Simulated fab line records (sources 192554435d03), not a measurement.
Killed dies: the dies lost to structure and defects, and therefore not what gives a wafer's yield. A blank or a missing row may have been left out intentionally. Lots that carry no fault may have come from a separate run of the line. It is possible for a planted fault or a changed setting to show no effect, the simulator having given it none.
Which tool is to blame? | flow n5-finfet | 8 lots (24 wafers sampled), 1 step of a 1938-step route

WHAT THE GAUGES SHOWED, per wafer
N5_BEOL_M4_RC_MEAS_101. Usual: DIBL_N 36.3 mV/V, standard deviation 1.6; DIBL_P 36.4 mV/V, standard deviation 2.1; IOFF_N 0.16 nA/um, standard deviation 0.032; IOFF_P 0.22 nA/um, standard deviation 0.044; ION_N 675 uA/um, standard deviation 12; ION_P 463 uA/um, standard deviation 8.3; SS_N 71.6 mV/dec, standard deviation 0.64; SS_P 73.3 mV/dec, standard deviation 0.67; VT_N 250 mV, standard deviation 3.3; VT_P -250 mV, standard deviation 3.7.
lot  | measured     | on        | DIBL_N (mV/V)  | DIBL_P (mV/V)  | IOFF_N (nA/um) | IOFF_P (nA/um) | ION_N (uA/um) | ION_P (uA/um) | SS_N (mV/dec)  | SS_P (mV/dec)  | VT_N (mV)   | VT_P (mV)      | flag
L838 | day 10 10:26 | prober-02 | 38.8 35.0 36.4 | 38.2 33.1 35.1 | 0.18 0.12 0.15 | 0.23 0.16 0.20 | 684 666 686   | 466 455 464   | 71.7 70.6 71.9 | 73.9 73.1 73.5 | 252 256 251 | -247 -255 -251 |
L840 | day 10 16:30 | prober-02 | 36.3 35.1 37.4 | 35.5 33.6 36.4 | 0.15 0.13 0.18 | 0.19 0.17 0.21 | 674 667 694   | 463 462 471   | 70.6 70.5 71.2 | 73.7 73.0 72.5 | 251 250 246 | -251 -252 -254 |
L842 | day 11 12:28 | prober-01 | 36.8 36.9 37.2 | 38.9 38.7 40.1 | 0.19 0.19 0.20 | 0.26 0.26 0.29 | 690 682 697   | 472 471 486   | 71.3 71.8 71.9 | 74.1 73.6 74.9 | 249 249 247 | -248 -248 -245 |
L844 | day 11 17:00 | prober-02 | 35.4 37.9 36.7 | 35.7 38.7 37.3 | 0.15 0.21 0.18 | 0.18 0.23 0.20 | 665 697 674   | 457 468 454   | 71.2 71.7 71.2 | 72.8 74.1 73.0 | 251 246 249 | -254 -250 -251 |
L847 | day 12 15:33 | prober-01 | 37.1 36.7 35.6 | 37.6 35.7 34.2 | 0.17 0.15 0.13 | 0.23 0.19 0.18 | 692 681 670   | 464 456 453   | 72.2 71.4 71.1 | 73.9 72.4 72.9 | 248 250 251 | -250 -252 -253 |
L849 | day 13 12:34 | prober-02 | 35.9 38.0 36.0 | 34.6 38.2 35.5 | 0.14 0.19 0.15 | 0.19 0.24 0.20 | 661 675 661   | 454 463 457   | 72.3 71.3 71.9 | 73.2 73.5 73.4 | 251 246 251 | -250 -249 -250 |
L852 | day 13 20:44 | prober-01 | 38.0 33.7 34.7 | 37.5 32.2 33.5 | 0.20 0.12 0.13 | 0.26 0.17 0.18 | 699 654 674   | 471 452 461   | 72.3 70.6 71.4 | 74.3 72.7 74.0 | 246 253 251 | -244 -250 -251 |
L857 | day 15 18:29 | prober-02 | 35.4 34.7 40.7 | 36.1 35.6 41.8 | 0.13 0.13 0.24 | 0.16 0.16 0.26 | 665 662 697   | 456 456 463   | 71.8 71.1 73.0 | 72.6 73.2 74.2 | 254 252 245 | -253 -256 -247 |

WHICH TOOL RAN EACH LOT (tool, then ch and the chambers of the sampled wafers, then the start)
Before these readings, the record contains no process step.

AS READ BY THE TOOLS THEMSELVES (means over the sampled wafers that have a number; for cases with no such wafer, the mark the record gives instead)
The record holds no such reading with a usual standard deviation.

THE ANSWER, worked out from the rows above alone
Rule: take the mean of a lot's wafers that have a number; if it is more than 3 standard deviations from the usual mean, the lot is off. Also off: a lot with no number at a reading for which 4 or more lots have one. All remaining lots with rows at the step are treated as sound. After the gauges, taken in route order, come the tools' own readings; for these a lot's mean is taken, as printed above. At the first step where some lot is off, the reading lying furthest off is the one used; lots without a number count as furthest.
No lot is off on any of the readings shown, so nothing can be concluded from this.

WHAT THE SIMULATOR HAD INSERTED
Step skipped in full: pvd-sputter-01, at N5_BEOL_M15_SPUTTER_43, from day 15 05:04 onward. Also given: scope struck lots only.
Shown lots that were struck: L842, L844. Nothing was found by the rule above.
